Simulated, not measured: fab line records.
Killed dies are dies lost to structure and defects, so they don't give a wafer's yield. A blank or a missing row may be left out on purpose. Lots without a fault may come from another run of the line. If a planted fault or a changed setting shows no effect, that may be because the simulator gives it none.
Comparing a struck lot with a sound one / flow n5 finfet / 21 out of 1938 route steps
Sound: these wafers, L929.1, L929.4, L929.6. Struck: wafer L939.1. (L939.5 of the same lot was not struck and is left out.) The cause comes at the end.
Order at every step that has rows: each side's tool, ch and its chambers, its first start. Under that, the readings that differ: sound wafers / struck wafers / difference of the means / sigmas: that difference in standard deviations of wafers without a fault.
alike: same words and numbers on both sides, and readings whose means sit less than 2 such deviations apart. not compared: any withheld reading, any reading some wafer has no value for, any bound like >300 that may hide the same value, and any number with overlapping values for which the record gives no deviation.
A row with sigmas, a row that says differs or no value, or rows on one side alone: a step with any of these is where the two part. Numbers that have no deviation but don't overlap get no sigmas and don't part them. Lack of a reading on every wafer of one side parts them only where that side has two or more wafers.

first, 1 step without rows for these wafers: N5_ZERO_LAYER_HARDBAKE_23 (time 120 s).
N5_ZERO_LAYER_CD_MEAS_11: the cd target is 2000 nm.
  sound on cd sem-02 ch 0, day 1 12:38; struck on cd sem-02 ch 0, day 4 00:38
  alike: cd nm
N5_ZERO_LAYER_DESCUM_16: chemistry O2, time 7.9 s.
  sound on rie diel-05 ch 1,3, day 1 12:41; struck on rie diel-05 ch 1, day 4 00:41
  alike: chamber pressure mTorr, drypump motor current A, oes product au, rf fwd power W, rf vpp V, showerhead plenum p Torr, throttle valve pct
  not compared: rf hours counter h
N5_ZERO_LAYER_ETCH_17: etches SiO2 in CF4, target depth 12 nm, time 13.3 s.
  sound on rie diel-05 ch 1,3, day 1 12:43; struck on rie diel-05 ch 1, day 4 00:43
  alike: chamber pressure mTorr, drypump motor current A, mfc ar sccm, oes product au, rf fwd power W, rf vpp V, showerhead plenum p Torr, throttle valve pct
  not compared: rf hours counter h
N5_ZERO_LAYER_ETCH_18: etches Si in HBr/Cl2, target depth 120 nm, time 40 s.
  sound on rie si-06 ch 1,3, day 1 12:47; struck on rie si-06 ch 1, day 4 00:47
  alike: chamber pressure mTorr, drypump motor current A, oes product au, rf fwd power W, throttle valve pct
  not compared: rf hours counter h
N5_ZERO_LAYER_STRIP_24: strips in O2.
  sound on plasma asher-01 ch 0,1, day 1 12:57; struck on plasma asher-01 ch 1, day 4 00:53
  alike: chamber pressure mTorr, drypump motor current A, heater power w, oes product au, strip time to endpoint s
  not compared: rf hours counter h
then, 1 step without rows for these wafers: N5_ZERO_LAYER_STRIP_19 (strips in SPM, time 900 s).
N5_ZERO_LAYER_INSPECT_20: inspects for defects (darkfield).
  sound on defect inspect-01 at day 1 13:19; struck on defect inspect-02 at day 4 01:15
  alike: raw defect count
then, 4 steps without rows for these wafers: N5_WELL_APT_HMDS_01 (time 60 s); N5_WELL_APT_COAT_02 (resist thk 950 nm); N5_WELL_APT_EBR_04; N5_WELL_APT_SOFTBAKE_03 (time 60 s).
N5_WELL_APT_EXPOSE_05: exposes mask NWELL, defocus 0 nm, target cd 200 nm.
  sound on krf scanner-02 ch 0, day 1 13:34; struck on krf scanner-02 ch 0, day 4 01:23
  alike: mask
then, 3 steps without rows for these wafers: N5_WELL_APT_PEB_06 (peb time 90 s); N5_WELL_APT_DEVELOP_07 (develop time 45 s); N5_WELL_APT_HARDBAKE_12 (time 120 s).
N5_WELL_APT_CD_MEAS_08: the cd target is 200 nm.
  sound on cd sem-01 ch 0, day 1 13:44; struck on cd sem-03 ch 0, day 4 01:34
reading=cd nm (nm); sound=200.3 200.1 200.9; struck=191.6; difference=-8.8; sigmas=-6
N5_WELL_APT_OVL_MEAS_09:
  sound on overlay-02 ch 0, day 1 13:46; struck on overlay-02 ch 0, day 4 01:35
  alike: NWELL_OVL
N5_WELL_APT_INSPECT_10: inspects for defects (macro).
  sound on defect inspect-02 at day 1 13:47; struck on defect inspect-01 at day 4 01:37
reading=raw defect count; sound=4 0 1; struck=5; difference=+3; sigmas=+2
N5_WELL_APT_DESCUM_13: chemistry O2, time 7.9 s.
  sound on rie diel-06 ch 0,2, day 1 13:50; struck on rie diel-03 ch 2, day 4 01:49
reading=rf fwd power W (W); sound=49.28 49.44 49.48; struck=49.83; difference=+0.43; sigmas=+2
reading=model.WELL_APT.cd nm (nm); sound=200.3 200.1 201; struck=191.7; difference=-8.8; sigmas=
  alike: chamber pressure mTorr, drypump motor current A, oes product au, rf vpp V, showerhead plenum p Torr, throttle valve pct
  not compared: rf hours counter h
after that, 1 step had no rows for these wafers: N5_WELL_APT_IMPLANT_14.

WHERE THEY PART
Last at N5_WELL_APT_DESCUM_13 as far as this record goes, first at N5_WELL_APT_CD_MEAS_08.

WHY: the cause the simulator had injected
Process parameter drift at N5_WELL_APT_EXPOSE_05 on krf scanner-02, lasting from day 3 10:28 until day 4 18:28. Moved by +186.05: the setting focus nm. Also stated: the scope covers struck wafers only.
